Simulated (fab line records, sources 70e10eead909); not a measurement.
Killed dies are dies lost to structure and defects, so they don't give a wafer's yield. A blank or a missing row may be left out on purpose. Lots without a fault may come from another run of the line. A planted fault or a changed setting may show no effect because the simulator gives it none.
Chamber matching | flow nand_harc | NHARC_A_M1_PRE_CLEAN_32 on pecvd-02: 3 sister chambers
The step time 12 s. 18 wafers are shown with their chamber, then 9 later ones without.

WAFERS WITH THEIR CHAMBER
wafer  | chamber | heater_power_w (W) | heater_power_outer_w (W)
L078.2 | 2       | 445                | 242
L078.3 | 0       | 688                | 392
L078.6 | 2       | 441                | 251
L082.1 | 0       | 691                | 390
L082.3 | 1       | 594                | 335
L082.5 | 2       | 463                | 280
L084.3 | 0       | 696                | 399
L084.5 | 1       | 529                | 299
L084.6 | 0       | 691                | 404
L083.1 | 1       | 511                | 292
L083.2 | 0       | 660                | 373
L083.5 | 1       | 514                | 276
L086.2 | 2       | 432                | 259
L086.3 | 0       | 588                | 322
L086.6 | 1       | 592                | 365
L089.1 | 2       | 421                | 242
L089.3 | 1       | 599                | 357
L089.4 | 1       | 611                | 356

SIGNATURES (means of the wafers above)
reading              | chamber 0 | chamber 1 | chamber 2 | scatter within a chamber
heater_power_w       | 669.00    | 564.29    | 440.40    | 37.7
heater_power_outer_w | 380.00    | 325.71    | 254.80    | 29.9
Rule: a wafer's distance from a chamber is the root of the sum, over the readings, of the square of ((its reading less the chamber's mean) divided by the reading's scatter). The wafer belongs to the nearest chamber; if the next one is less than 2 further off, it can't be placed. The scatter: the root of (the sum of the squares of (reading less its chamber's mean) over the shown wafers, divided by (wafers less chambers)).

WAFERS WITHOUT THEIR CHAMBER
wafer  | heater_power_w (W) | heater_power_outer_w (W)
L088.4 | 724                | 394
L088.5 | 404                | 236
L088.6 | 568                | 327
L090.2 | 411                | 245
L090.3 | 520                | 292
L090.6 | 429                | 249
L093.2 | 448                | 272
L093.3 | 637                | 335
L093.5 | 608                | 362

WHICH CHAMBER EACH WENT THROUGH
wafer  | from the rows above     | in truth
L088.4 | 0                       | 0
L088.5 | 2                       | 2
L088.6 | 1                       | 1
L090.2 | 2                       | 2
L090.3 | can't be placed: 1 or 2 | 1
L090.6 | 2                       | 2
L093.2 | 2                       | 2
L093.3 | can't be placed: 0 or 1 | 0
L093.5 | can't be placed: 1 or 0 | 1
Placed correctly: 6 of 9. Can't be placed from these rows: 3 (the true chamber is among the candidates in 3). Placed wrongly: 0.
